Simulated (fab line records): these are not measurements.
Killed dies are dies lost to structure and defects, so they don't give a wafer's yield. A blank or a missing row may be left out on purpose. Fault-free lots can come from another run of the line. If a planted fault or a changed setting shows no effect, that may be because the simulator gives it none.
Chamber matching + flow n5_finfet + 4 sister chambers for N5_BEOL_M3_VIA_ETCH_34 on rie_diel-06
The step etches the open film in C4F6/O2, target depth 69.4 nm, time 65.9 s. 8 wafers are shown with their chamber, then 8 later ones without.

WAFERS WITH THEIR CHAMBER
| wafer  | chamber | showerhead_plenum_p_Torr (Torr) | rf_vpp_V (V) |
|--------|---------|---------------------------------|--------------|
| L081.5 | 1       | 2.99                            | 681          |
| L082.6 | 3       | 2.77                            | 642          |
| L084.3 | 2       | 2.75                            | 679          |
| L084.4 | 1       | 2.99                            | 680          |
| L085.1 | 0       | 2.80                            | 666          |
| L085.3 | 3       | 2.77                            | 643          |
| L085.5 | 0       | 2.80                            | 665          |
| L093.2 | 2       | 2.74                            | 680          |

WAFERS WITHOUT THEIR CHAMBER
| wafer  | showerhead_plenum_p_Torr (Torr) | rf_vpp_V (V) |
|--------|---------------------------------|--------------|
| L093.4 | 2.98                            | 681          |
| L093.5 | 2.74                            | 680          |
| L094.2 | 2.98                            | 679          |
| L094.4 | 2.74                            | 681          |
| L094.6 | 2.98                            | 681          |
| L097.4 | 2.74                            | 680          |
| L097.5 | 2.76                            | 642          |
| L097.6 | 2.79                            | 667          |

THE CHAMBER EACH PASSED THROUGH
| wafer  | from the rows above | in truth |
|--------|---------------------|----------|
| L093.4 | 1                   | 1        |
| L093.5 | 2                   | 2        |
| L094.2 | 1                   | 1        |
| L094.4 | 2                   | 2        |
| L094.6 | 1                   | 1        |
| L097.4 | 2                   | 2        |
| L097.5 | 3                   | 3        |
| L097.6 | 0                   | 0        |
Placed correctly: 8 of 8. From these rows, 0 cannot be placed. 0 placed wrongly.
How it was worked out, from the rows above alone: a wafer's distance from a chamber is the root of the sum, over the readings, of the square of ((its reading less the chamber's mean) divided by the reading's scatter). If the next closest chamber is less than 2 further off than the closest, the wafer can't be placed; otherwise it belongs to the closest. The mean given for a chamber averages the wafers shown for that chamber. The scatter: the root of (the sum of the squares of (reading less its chamber's mean) over the shown wafers, divided by (wafers less chambers)).
